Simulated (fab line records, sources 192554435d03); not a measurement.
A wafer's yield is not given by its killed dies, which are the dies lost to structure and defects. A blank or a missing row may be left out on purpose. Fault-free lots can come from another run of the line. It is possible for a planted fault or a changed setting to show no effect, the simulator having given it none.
Which of the tools did it?	flow n5 finfet	9 lots, 26 wafers sampled, at 5 steps of a route of 1938

## WHAT THE GAUGES SHOWED, per wafer
N5_BEOL_M1_INSPECT_30: inspects for defects (brightfield). Usual: 401 for raw defect count, sd 110.
lot	measured	on	raw defect count	flag
L388	day 6 19:59	defect inspect-01	374 457 315	
L390	day 7 04:44	defect inspect-02	371 382 371	
L391	day 7 09:23	defect inspect-01	504 444 396	
L392	day 7 13:29	defect inspect-01	330 277 308	
L393	day 7 23:08	defect inspect-01	452 366 381	
L396	day 8 20:14	defect inspect-01	380 295	
L397	day 9 02:32	defect inspect-01	373 351 398	
L398	day 9 11:09	defect inspect-02	654 464 539	
L408	day 12 03:46	defect inspect-02	376 385 343	

N5_BEOL_M4_RC_MEAS_101. Usual: DIBL_N 35.9 mV/V, standard deviation 1.8; DIBL_P 36.2 mV/V, standard deviation 2; IOFF_N 0.16 nA/um, standard deviation 0.031; IOFF_P 0.22 nA/um, standard deviation 0.041; ION_N 676 uA/um, standard deviation 11; ION_P 465 uA/um, standard deviation 8.5; SS_N 71.4 mV/dec, standard deviation 0.64; SS_P 73.2 mV/dec, standard deviation 0.7; VT_N 250 mV, standard deviation 3.5; VT_P -250 mV, standard deviation 3.9.
lot	measured	on	DIBL_N (mV/V)	DIBL_P (mV/V)	IOFF_N (nA/um)	IOFF_P (nA/um)	ION_N (uA/um)	ION_P (uA/um)	SS_N (mV/dec)	SS_P (mV/dec)	VT_N (mV)	VT_P (mV)	flag
L388	day 8 14:21	prober-02	36.6 33.5 35.1	35.9 32.5 35.4	0.17 0.11 0.15	0.19 0.15 0.18	673 657 676	449 450 457	71.5 70.8 71.1	73.4 71.8 72.0	250 252 250	-251 -254 -251	
L390	day 9 03:10	prober-01	36.8 36.2 34.8	36.1 35.4 34.8	0.18 0.15 0.15	0.25 0.24 0.23	681 673 678	471 474 472	72.3 71.4 71.2	73.8 74.1 73.0	249 250 249	-244 -245 -247	
L391	day 9 22:53	prober-02	35.2 36.6 34.1	35.6 37.7 34.7	0.13 0.16 0.12	0.18 0.22 0.16	658 671 672	448 462 462	72.0 72.2 71.5	73.5 73.9 73.3	252 248 252	-258 -254 -255	
L392	day 9 11:10	prober-02	36.7 38.2 37.1	36.8 39.8 37.2	0.15 0.19 0.15	0.18 0.24 0.20	670 684 666	456 464 458	70.9 71.9 70.8	73.6 73.7 73.7	252 248 251	-256 -250 -253	
L393	day 9 22:11	prober-01	34.1 36.5 36.3	32.5 35.7 35.0	0.12 0.17 0.16	0.19 0.24 0.22	672 682 675	468 464 459	71.3 71.4 71.6	72.5 73.8 72.7	253 247 249	-250 -247 -247	
L396	day 10 22:18	prober-01	36.8 37.4	36.0 37.1	0.13 0.16	0.19 0.21	653 679	450 465	72.2 71.1	72.7 73.3	256 248	-252 -253	
L397	day 11 02:14	prober-01	36.9 35.8 37.7	35.8 34.5 36.8	0.16 0.14 0.17	0.21 0.19 0.23	675 665 680	461 453 463	72.6 71.9 71.8	73.1 73.6 73.5	249 251 249	-250 -252 -247	
L398	day 11 03:49	prober-02	35.2 35.5 32.4	36.3 36.5 32.3	0.16 0.17 0.11	0.22 0.22 0.17	689 673 650	471 463 456	71.2 71.4 71.5	74.0 74.3 72.7	249 247 256	-249 -249 -249	
L408	day 13 20:48	prober-02	35.1 37.9 37.0	35.2 37.1 36.8	0.14 0.18 0.16	0.21 0.24 0.24	684 691 678	470 473 470	71.1 71.3 71.6	72.6 74.2 73.5	247 248 248	-248 -248 -248	

## WHICH TOOL RAN EACH LOT (tool, then ch and the chambers of the sampled wafers, then the start)
lot	N5_BEOL_M1_ALD_98	N5_BEOL_M1_STRIP_36	N5_BEOL_M1_STRIP_97
L388	ald sin-02 ch 2,3, day 6 20:23	rie diel-01 ch 1,2,3, day 6 22:05	rie diel-01 ch 1,2,3, day 8 14:21 or earlier
L390	ald sin-01 ch 1,2,3, day 7 06:56	rie diel-06 ch 0,1,2, day 7 12:50	rie diel-06 ch 0,1,2, day 9 03:10 or earlier
L391	ald sin-02 ch 0,2, day 7 10:42	rie diel-04 ch 1,2, day 7 16:46	rie diel-04 ch 1,2, day 9 22:53 or earlier
L392	ald sin-02 ch 0,1, day 7 13:47	rie diel-06 ch 0,1, day 7 20:38	rie diel-06 ch 0,1, day 9 11:10 or earlier
L393	ald sin-01 ch 1,2,3, day 8 00:08	rie diel-04 ch 1,2, day 8 00:44	rie diel-04 ch 1,2, day 9 22:11 or earlier
L396	ald sin-02 ch 0,3, day 8 20:59	rie diel-01 ch 0,3, day 8 22:32	rie diel-01 ch 0,3, day 10 22:18 or earlier
L397	ald sin-01 ch 3, day 9 03:18	rie diel-04 ch 0,3, day 9 08:05	rie diel-04 ch 0,3, day 11 02:14 or earlier
L398	ald sin-03 ch 0,2,3, day 9 11:19	rie diel-04 ch 0,2,3, day 9 12:03	rie diel-04 ch 0,2,3, day 11 03:49 or earlier
L408	ald sin-03 ch 1,2, day 12 03:55	rie diel-01 ch 0,1, day 12 05:30	rie diel-01 ch 0,1, day 13 20:48 or earlier
- N5_BEOL_M1_ALD_98: deposits SiO2, target thk 2.5 nm, pulse time 1 s, co reactant pulse time 1 s.
- N5_BEOL_M1_STRIP_36: strips in N2/H2.
- N5_BEOL_M1_STRIP_97: strips in N2/H2, time 10 s.

## AS READ BY THE TOOLS THEMSELVES (means over the sampled wafers that have a number; for cases with no such wafer, the mark the record gives instead)
N5_BEOL_M1_ALD_98. Usual: heater power w 73 W, standard deviation 7.1; precursor pulse height rel 0.998, standard deviation 0.019.
lot	tool	heater power w (W)	precursor pulse height rel	flag
L388	ald sin-02	67	0.987	
L390	ald sin-01	72	1.005	
L391	ald sin-02	73	0.982	
L392	ald sin-02	73	0.988	
L393	ald sin-01	74	1.001	
L396	ald sin-02	78	1.004	
L397	ald sin-01	75	0.994	
L398	ald sin-03	78	1.003	
L408	ald sin-03	85	0.997	

N5_BEOL_M1_STRIP_36. Usual: chamber pressure mTorr 20.006 mTorr, standard deviation 0.028; drypump motor current A 5.8 A, standard deviation 0.43; n2 flow sccm 200.1 sccm, standard deviation 0.59; oes product au 0.75 a.u., standard deviation 0.064; rf vpp V 59.2 V, standard deviation 1.5; showerhead plenum p Torr 2.56 Torr, standard deviation 0.084; throttle valve pct 23.7 %, standard deviation 0.34.
lot	tool	chamber pressure mTorr (mTorr)	drypump motor current A (A)	n2 flow sccm (sccm)	oes product au (a.u.)	rf vpp V (V)	showerhead plenum p Torr (Torr)	throttle valve pct (%)	flag
L388	rie diel-01	20.002	5.8	200.7	0.74	59.8	2.56	23.7	
L390	rie diel-06	20.009	5.3	199.9	0.83	59.5	2.57	23.7	
L391	rie diel-04	19.978	5.6	200.3	0.76	60.8	2.60	24.0	
L392	rie diel-06	19.998	5.5	199.8	0.77	56.5	2.45	23.7	
L393	rie diel-04	20.029	5.8	200.1	0.80	59.3	2.58	23.7	
L396	rie diel-01	19.985	6.1	200.5	0.69	58.2	2.46	23.9	
L397	rie diel-04	20.017	5.8	200.5	0.71	60.5	2.61	23.7	
L398	rie diel-04	20.021	5.7	200.6	0.76	59.1	2.59	23.5	
L408	rie diel-01	20.013	6.3	200.1	0.70	60.7	2.44	24.0	

N5_BEOL_M1_STRIP_97. Usual: chamber pressure mTorr 20.001 mTorr, standard deviation 0.018; drypump motor current A 5.8 A, standard deviation 0.43; n2 flow sccm 200.0 sccm, standard deviation 0.62; oes product au 0.75 a.u., standard deviation 0.064; rf vpp V 59.2 V, standard deviation 0.87; showerhead plenum p Torr 2.56 Torr, standard deviation 0.085; throttle valve pct 23.7 %, standard deviation 0.34.
lot	tool	chamber pressure mTorr (mTorr)	drypump motor current A (A)	n2 flow sccm (sccm)	oes product au (a.u.)	rf vpp V (V)	showerhead plenum p Torr (Torr)	throttle valve pct (%)	flag
L388	rie diel-01	19.985	5.8	200.4	0.74	59.0	2.56	23.7	
L390	rie diel-06	20.012	5.3	200.0	0.82	59.2	2.57	23.7	
L391	rie diel-04	19.995	5.6	199.9	0.76	58.6	2.60	24.0	
L392	rie diel-06	20.009	5.5	199.3	0.77	58.4	2.45	23.8	
L393	rie diel-04	19.999	5.8	200.2	0.79	59.0	2.58	23.6	
L396	rie diel-01	20.019	6.1	200.1	0.70	59.0	2.46	23.9	
L397	rie diel-04	20.007	5.8	199.6	0.72	59.1	2.61	23.7	
L398	rie diel-04	20.001	5.7	200.9	0.76	60.1	2.59	23.5	
L408	rie diel-01	19.998	6.3	200.5	0.71	58.4	2.44	24.0	

## THE ANSWER, worked out from the rows above alone
Rule: lot off if the mean of its wafers having a number is beyond 3 standard deviations from the usual mean. A lot without any number at a reading at which 4 lots or more have one is off too. The other lots that the step has rows for count as sound. Order of review: gauges by route order, followed by the tools' own readings, for which a lot's mean as printed above is used. At the first step where some lot is off, the reading lying furthest off is the one used; lots without a number count as furthest.
Nothing can be told from this: no lot is off at any reading shown.

## WHAT THE SIMULATOR HAD PUT IN
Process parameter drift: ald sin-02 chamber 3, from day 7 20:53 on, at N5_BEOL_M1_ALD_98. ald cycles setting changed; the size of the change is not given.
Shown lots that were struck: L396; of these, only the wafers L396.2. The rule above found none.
